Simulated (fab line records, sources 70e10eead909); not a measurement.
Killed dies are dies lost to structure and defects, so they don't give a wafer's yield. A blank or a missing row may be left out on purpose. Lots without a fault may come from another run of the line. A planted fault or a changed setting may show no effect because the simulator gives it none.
fab line records | flow nand_harc
record lots=6 wafers=18 last_day=26
route steps=1159 shown A_ZERO_WELL@412 A_SOURCE_PLATE@413 A_ONON_D1@424 END@1159
lots that met no fault: from a run of the same line without faults
start_h: hours from the record's first day to the start of the lot's first wafer shown | wait_h: hours since the lot's step before | " the same as in the row above | L1.1+2: a row that stands for several wafers | - no value, or no start given | * or withheld: withheld | < > ~ a bound
route shown NAME@n: a module of which the file shows steps, and the number in the route of the first | usual: mean/standard deviation of fault-free wafers | same: alike in all rows | chamber/n: place in a boat | sites: the reading at each site | _std_site: their standard deviation | _edge_site: outer sites' mean less inner sites' | radius_mm: how far each site lies from the wafer's centre | mask NAME#n: copy n | behind: the tool/chamber that last shaped the wafer | hold: why the lot was held/for how many hours/how that ended | device: the transistor (n, p or np) that didn't switch | end of line: the same wafers' tests at the end of the route | a step without rows: its recipe alone | killed: dies lost to structure and defects at the first sort, not the wafer's yield | map: a wafer's dies, x killed, . not, _ none there
set.NAME: the setting as run; set.NAME@STEP: as run at that earlier step | model.NAME: the simulator's own value behind a step, which no gauge read
lots at some steps of the route; a table a step, a row a wafer
services: from which hour (start_h, from the record's first day; less than 0 if before it) a tool's chamber was out of use, for how many hours, and why
## steps
# step NHARC_A_ZERO_WELL_INSPECT_17
# usual raw_defect_count=13/6.4
# columns lot.wafer tool chamber start_h wait_h raw_defect_count
L424.2 defect_inspect-01 - 144.95 0.1 8
L424.4 " - " " 5
L424.5 " - " " 11
L426.2 defect_inspect-02 - 160.91 0.1 16
L426.4 " - " " 5
L426.6 " - " " 6
L432.2 defect_inspect-01 - 197.82 0.1 12
L432.4 " - " " 14
L432.5 " - " " 16
L435.2 defect_inspect-01 - 211.08 0.1 14
L435.4 " - " " 11
L435.6 " - " " 15
L439.1 defect_inspect-02 - 243.68 0.2 15
L439.2 " - " " 16
L439.6 " - " " 29
L443.3 defect_inspect-02 - 259.95 0.1 8
L443.5 " - " " 13
L443.6 " - " " 8
# step NHARC_A_SOURCE_PLATE_PRECLEAN_00
# recipe time_s=60 chemistry=HF-LAST
# step NHARC_A_SOURCE_PLATE_SRD_01
# step NHARC_A_SOURCE_PLATE_OXIDE_02
# recipe target_thk_a=100 temp_c=900 ox_time_s=1362 material=SiO2
# step NHARC_A_SOURCE_PLATE_THK_MEAS_09
# recipe thk_meas_gauge=ellipsometry
# usual thk_nm=9.7/1
# columns lot.wafer tool chamber start_h wait_h thk_nm
L424.2 film_metro-02 - 150.63 0.4 10.2
L424.4 " - " " 10.8
L424.5 " - " " 10.9
L426.2 film_metro-02 - 167.77 0.4 9.9
L426.4 " - " " 10.0
L426.6 " - " " 10.1
L432.2 film_metro-02 - 204.97 0.4 11.5
L432.4 " - " " 9.8
L432.5 " - " " 10.7
L435.2 film_metro-01 - 218.26 0.4 9.4
L435.4 " - " " 10.0
L435.6 " - " " 11.6
L439.1 film_metro-01 - 250.78 0.4 10.4
L439.2 " - " " 10.6
L439.6 " - " " 10.5
L443.3 film_metro-02 - 266.80 0.4 10.1
L443.5 " - " " 9.8
L443.6 " - " " 9.9
# step NHARC_A_SOURCE_PLATE_PVD_04
# recipe target_thk_a=500 material=WSi2
# step NHARC_A_SOURCE_PLATE_CVD_03
# recipe target_thk_a=2000 temp_c=620 pressure_mtorr=200 time_s=4000 material=poly-Si
# step NHARC_A_SOURCE_PLATE_ANNEAL_05
# recipe temp_c=850 time_s=1800
# step NHARC_A_SOURCE_PLATE_THK_MEAS_06
# recipe thk_meas_gauge=ellipsometry
# usual thk_nm=200.4/2
# columns lot.wafer tool chamber start_h wait_h thk_nm
L424.2 film_metro-01 - 163.45 0.4 198.4
L424.4 " - " " 202.7
L424.5 " - " " 199.6
L426.2 film_metro-02 - 180.60 0.4 201.9
L426.4 " - " " 199.9
L426.6 " - " " 199.9
L432.2 film_metro-01 - 218.58 0.4 197.9
L432.4 " - " " 199.1
L432.5 " - " " 199.2
L435.2 film_metro-02 - 231.36 0.4 200.7
L435.4 " - " " 199.2
L435.6 " - " " 199.2
L439.1 film_metro-02 - 263.65 0.4 200.4
L439.2 " - " " 200.6
L439.6 " - " " 200.2
L443.3 film_metro-01 - 279.99 0.4 200.0
L443.5 " - " " 201.5
L443.6 " - " " 199.4
# step NHARC_A_SOURCE_PLATE_INSPECT_08
# usual raw_defect_count=70/27
# columns lot.wafer tool chamber start_h wait_h raw_defect_count
L424.2 defect_inspect-01 - 163.56 0.0 76
L424.4 " - " " 138
L424.5 " - " " 77
L426.2 defect_inspect-02 - 180.68 0.0 37
L426.4 " - " " 31
L426.6 " - " " 39
L432.2 defect_inspect-02 - 218.66 0.0 74
L432.4 " - " " 74
L432.5 " - " " 85
L435.2 defect_inspect-02 - 231.42 0.0 39
L435.4 " - " " 67
L435.6 " - " " 86
L439.1 defect_inspect-02 - 263.75 0.0 84
L439.2 " - " " 29
L439.6 " - " " 65
L443.3 defect_inspect-02 - 280.07 0.0 70
L443.5 " - " " 95
L443.6 " - " " 101
# step NHARC_A_ONON_D1_DEP_00
# recipe target_thk_a=10000 n2_flow_sccm=2750 n2o_flow_sccm=2000 nh3_flow_sccm=500 sih4_flow_sccm=210 temp_c=400
# usual n2_flow_sccm=2748/7.4
# columns lot.wafer tool chamber start_h wait_h n2_flow_sccm
L424.2 pecvd_onon-04 0 163.68 0.1 2746
L424.4 " 0 " " 2745
L424.5 " 0 " " 2746
L426.2 pecvd_onon-01 0 180.81 0.1 2765
L426.4 " 0 " " 2760
L426.6 " 0 " " 2749
L432.2 pecvd_onon-04 0 218.78 0.1 2742
L432.4 " 0 " " 2748
L432.5 " 0 " " 2746
L435.2 pecvd_onon-04 0 231.55 0.1 2762
L435.4 " 0 " " 2751
L435.6 " 0 " " 2752
L439.1 pecvd_onon-01 0 263.82 0.1 2735
L439.2 " 0 " " 2750
L439.6 " 0 " " 2750
L443.3 pecvd_onon-02 0 280.38 0.3 2750
L443.5 " 0 " " 2746
L443.6 " 0 " " 2752
# step NHARC_A_ONON_D1_THK_MEAS_02
# recipe thk_meas_gauge=ellipsometry
# usual thk_nm=999/9.7
# columns lot.wafer tool chamber start_h wait_h thk_nm
L424.2 film_metro-02 - 164.14 - 990
L424.4 " - " " 991
L424.5 " - " " 991
L426.2 film_metro-02 - 181.26 - 1003
L426.4 " - " " 1001
L426.6 " - " " 1000
L432.2 film_metro-02 - 219.23 - 1567
L432.4 " - " " 1565
L432.5 " - " " 1566
L435.2 film_metro-01 - 232.00 - 1586
L435.4 " - " " 1586
L435.6 " - " " 1586
L439.1 film_metro-02 - 264.33 - 994
L439.2 " - " " 994
L439.6 " - " " 997
L443.3 film_metro-01 - 280.77 - 1008
L443.5 " - " " 1007
L443.6 " - " " 1006
# step NHARC_A_ONON_D1_DEP_03
# recipe target_thk_a=10000 n2_flow_sccm=2750 n2o_flow_sccm=2000 nh3_flow_sccm=500 sih4_flow_sccm=210 temp_c=400
# step NHARC_END_SORT_01
# recipe temp_c=25
# usual killed_at_array=27/12 killed_at_other=0.9/1.1 killed_at_periphery=3.2/2.4 killed_dies=31/12 killed_open=3.3/1.7 killed_short=2.0/1.6
# same gross_dies=677
# columns lot.wafer tool chamber start_h wait_h killed_at_array killed_at_other killed_at_periphery killed_dies killed_open killed_short
L424.2 prober-01 0 443.19 2.8 16 1 3 20 6 2
L424.4 prober-01 0 444.81 3.4 7 2 8 17 1 3
L424.5 prober-01 0 445.61 3.7 13 2 4 19 4 4
L426.2 prober-01 0 548.69 2.8 20 0 3 23 5 2
L426.4 prober-01 0 550.33 3.5 17 0 3 20 1 2
L426.6 prober-01 0 551.97 4.1 22 0 6 28 6 3
L432.2 prober-02 0 572.05 2.8 671 2 4 677 0 4
L432.4 prober-02 0 573.65 3.4 675 1 1 677 2 1
L432.5 prober-02 0 574.44 3.7 670 1 6 677 5 1
L435.2 prober-01 0 579.92 2.8 675 1 1 677 2 2
L435.4 prober-01 0 581.54 3.4 675 0 2 677 4 4
L435.6 prober-01 0 583.15 4.0 675 1 1 677 3 2
L439.1 prober-01 0 594.73 2.5 51 0 4 55 3 3
# killed by level:class
L424.2 A_CONTACT:chamber_film_flake=4 A_CHANNEL_HOLE_D1:chamber_film_flake=3 A_BLC:geometric_particle:open=2 P_STI:chamber_film_flake=2 P_GATE:geometric_particle:open=1 A_ONON_D1:geometric_particle:open=1 A_CHANNEL_HOLE_D1:geometric_particle:open=1 A_SGD_CUT:geometric_particle:short=1
L424.4 P_STI:chamber_film_flake=6 A_WL_FILL:geometric_particle:short=2 A_CONTACT:chamber_film_flake=2 HYBRID_BOND:chamber_film_flake=2 P_GATE:geometric_particle:short=1 A_WL_FILL:geometric_particle:open=1 P_CONTACT:chamber_film_flake=1 A_CHANNEL_HOLE_D1:chamber_film_flake=1
L424.5 A_CHANNEL_HOLE_D1:chamber_film_flake=4 P_STI:chamber_film_flake=3 A_CHANNEL_FILL_D1:geometric_particle:short=2 A_CONTACT:chamber_film_flake=2 P_GATE:geometric_particle:open=1 A_ONON_D1:geometric_particle:short=1 A_SGD_CUT:geometric_particle:open=1 A_WL_FILL:geometric_particle:short=1
L426.2 A_SLIT:chamber_film_flake=11 A_ONON_D1:geometric_particle:open=2 P_GATE:chamber_film_flake=2 A_CONTACT:chamber_film_flake=2 P_GATE:geometric_particle:short=1 A_CHANNEL_FILL_D1:geometric_particle:short=1 A_WL_FILL:geometric_particle:open=1 A_CONTACT:geometric_particle:open=1
L426.4 A_SLIT:chamber_film_flake=8 A_CHANNEL_HOLE_D1:chamber_film_flake=3 A_CONTACT:chamber_film_flake=3 A_CHANNEL_FILL_D1:chamber_film_flake=2 P_M0:geometric_particle:open=1 P_M0:geometric_particle:short=1 A_WL_FILL:geometric_particle:short=1 P_GATE:chamber_film_flake=1
L426.6 A_SLIT:chamber_film_flake=11 P_M0:geometric_particle:open=2 A_ONON_D1:geometric_particle:short=2 P_GATE:chamber_film_flake=2 A_CHANNEL_HOLE_D1:chamber_film_flake=2 P_GATE:geometric_particle:open=1 P_M1:geometric_particle:open=1 A_CHANNEL_HOLE_D1:geometric_particle:open=1
L432.2 A_ONON_D1:area_dep=632 A_CHANNEL_HOLE_D1:chamber_film_flake=14 A_SLIT:chamber_film_flake=14 A_STAIRCASE:chamber_film_flake=3 A_WL_FILL:chamber_film_flake=3 A_CONTACT:chamber_film_flake=3 THIN_TSV:chamber_film_flake=2 P_M0:geometric_particle:short=1
L432.4 A_ONON_D1:area_dep=634 A_CHANNEL_HOLE_D1:chamber_film_flake=16 A_SLIT:chamber_film_flake=15 A_STAIRCASE:chamber_film_flake=3 A_CONTACT:chamber_film_flake=3 A_WL_FILL:geometric_particle:short=1 A_WL_FILL:geometric_particle:open=1 A_CONTACT:geometric_particle:open=1
L432.5 A_ONON_D1:area_dep=631 A_CHANNEL_HOLE_D1:chamber_film_flake=15 A_SLIT:chamber_film_flake=12 A_CONTACT:chamber_film_flake=5 P_ZERO_WELL:chamber_film_flake=3 A_CONTACT:geometric_particle:open=2 A_STAIRCASE:chamber_film_flake=2 P_CONTACT:geometric_particle:short=1
L435.2 A_ONON_D1:area_dep=656 A_CHANNEL_HOLE_D1:chamber_film_flake=15 A_WL_FILL:geometric_particle:short=2 P_CONTACT:geometric_particle:open=1 A_BLC:geometric_particle:open=1 A_CONTACT:chamber_film_flake=1 THIN_TSV:chamber_film_flake=1
L435.4 A_ONON_D1:area_dep=640 A_CHANNEL_HOLE_D1:chamber_film_flake=23 A_CONTACT:geometric_particle:open=3 A_CONTACT:chamber_film_flake=3 A_STAIRCASE:chamber_film_flake=2 P_GATE:geometric_particle:short=1 P_M0:geometric_particle:short=1 A_CHANNEL_HOLE_D1:geometric_particle:open=1
L435.6 A_ONON_D1:area_dep=649 A_CHANNEL_HOLE_D1:chamber_film_flake=19 A_SGD_CUT:geometric_particle:open=2 A_STAIRCASE:chamber_film_flake=2 A_CONTACT:chamber_film_flake=2 P_M0:geometric_particle:open=1 A_CONTACT:geometric_particle:short=1 STARTING-WAFER:geometric_particle:short=1
L439.1 A_CHANNEL_HOLE_D1:chamber_film_flake=21 A_SLIT:chamber_film_flake=14 A_STAIRCASE:chamber_film_flake=6 A_CONTACT:chamber_film_flake=4 A_CONTACT:geometric_particle:open=2 P_BONDPAD:chamber_film_flake=2 A_ONON_D1:geometric_particle:short=1 A_CHANNEL_FILL_D1:geometric_particle:open=1
# map L432.2 (x killed, . not)
____________x____________
_________xxxxxxx_________
_______xxxxxxxxxxx_______
______xxxxxxxxxxxxx______
_____xxxxxxxxxxxxxxx_____
____xxxxxxxxxxxxxxxxx____
____xxxxxxxxxxxxxxxxx____
___xxxxxxxxxxxxxxxxxxx___
___xxxxxxxxxxxxxxxxxxx___
__xxxxxxxxxxxxxxxxxxxxx__
__xxxxxxxxxxxxxxxxxxxxx__
_xxxxxxxxxxxxxxxxxxxxxxx_
_xxxxxxxxxxxxxxxxxxxxxxx_
_xxxxxxxxxxxxxxxxxxxxxxx_
_xxxxxxxxxxxxxxxxxxxxxxx_
_xxxxxxxxxxxxxxxxxxxxxxx_
xxxxxxxxxxxxxxxxxxxxxxxxx
xxxxxxxxxxxxxxxxxxxxxxxxx
xxxxxxxxxxxxxxxxxxxxxxxxx
xxxxxxxxxxxxxxxxxxxxxxxxx
xxxxxxxxxxxxxxxxxxxxxxxxx
_xxxxxxxxxxxxxxxxxxxxxxx_
_xxxxxxxxxxxxxxxxxxxxxxx_
_xxxxxxxxxxxxxxxxxxxxxxx_
_xxxxxxxxxxxxxxxxxxxxxxx_
_xxxxxxxxxxxxxxxxxxxxxxx_
__xxxxxxxxxxxxxxxxxxxxx__
__xxxxxxxxxxxxxxxxxxxxx__
___xxxxxxxxxxxxxxxxxxx___
___xxxxxxxxxxxxxxxxxxx___
____xxxxxxxxxxxxxxxxx____
____xxxxxxxxxxxxxxxxx____
_____xxxxxxxxxxxxxxx_____
______xxxxxxxxxxxxx______
_______xxxxxxxxxxx_______
_________xxxxxxx_________
____________x____________
# map L435.2 (x killed, . not)
____________x____________
_________xxxxxxx_________
_______xxxxxxxxxxx_______
______xxxxxxxxxxxxx______
_____xxxxxxxxxxxxxxx_____
____xxxxxxxxxxxxxxxxx____
____xxxxxxxxxxxxxxxxx____
___xxxxxxxxxxxxxxxxxxx___
___xxxxxxxxxxxxxxxxxxx___
__xxxxxxxxxxxxxxxxxxxxx__
__xxxxxxxxxxxxxxxxxxxxx__
_xxxxxxxxxxxxxxxxxxxxxxx_
_xxxxxxxxxxxxxxxxxxxxxxx_
_xxxxxxxxxxxxxxxxxxxxxxx_
_xxxxxxxxxxxxxxxxxxxxxxx_
_xxxxxxxxxxxxxxxxxxxxxxx_
xxxxxxxxxxxxxxxxxxxxxxxxx
xxxxxxxxxxxxxxxxxxxxxxxxx
xxxxxxxxxxxxxxxxxxxxxxxxx
xxxxxxxxxxxxxxxxxxxxxxxxx
xxxxxxxxxxxxxxxxxxxxxxxxx
_xxxxxxxxxxxxxxxxxxxxxxx_
_xxxxxxxxxxxxxxxxxxxxxxx_
_xxxxxxxxxxxxxxxxxxxxxxx_
_xxxxxxxxxxxxxxxxxxxxxxx_
_xxxxxxxxxxxxxxxxxxxxxxx_
__xxxxxxxxxxxxxxxxxxxxx__
__xxxxxxxxxxxxxxxxxxxxx__
___xxxxxxxxxxxxxxxxxxx___
___xxxxxxxxxxxxxxxxxxx___
____xxxxxxxxxxxxxxxxx____
____xxxxxxxxxxxxxxxxx____
_____xxxxxxxxxxxxxxx_____
______xxxxxxxxxxxxx______
_______xxxxxxxxxxx_______
_________xxxxxxx_________
____________x____________
## services
# columns tool chamber start_h hours kind
pecvd_onon-01 - 195.20 13.0 pm
pecvd_onon-04 - 237.12 13.0 pm
## key
first_sign step=NHARC_A_ONON_D1_THK_MEAS_02 reading=thk_nm direction=up sigmas=60 usual=999 struck=1576
effect step=NHARC_END_SORT_01 reading=killed_at_array direction=up sigmas=56 usual=27 struck=674
more_kills_born_at NHARC_A_ONON_D1_DEP_00@pecvd_onon-04=3842
met_at NHARC_A_ONON_D1_DEP_00
struck_wafers L432.2,L432.4,L432.5,L435.2,L435.4,L435.6
later_rows_left_out L432.2,L432.4,L432.5,L435.2,L435.4,L435.6
tester_left_out L432,L435
onset_between 163.68 218.78
fault kind=process_parameter_drift tool=pecvd_onon-04 chamber=0 onset_h=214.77 steps=NHARC_A_ONON_D1_DEP_00 channel=target_thk_a offset=* shape=step end_h=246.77 acts_in=* stated=*
# tester_left_out: of these lots the tester's yield and bins aren't shown, on N5 and GAA mostly nor the transistor test; their killed dies are dies lost to structure and defects alone, not to doping, threshold or leakage, so they don't give the yield
# later_rows_left_out: the simulator's readings of these wafers behind a module that went badly wrong aren't trusted and aren't shown, but for the sort
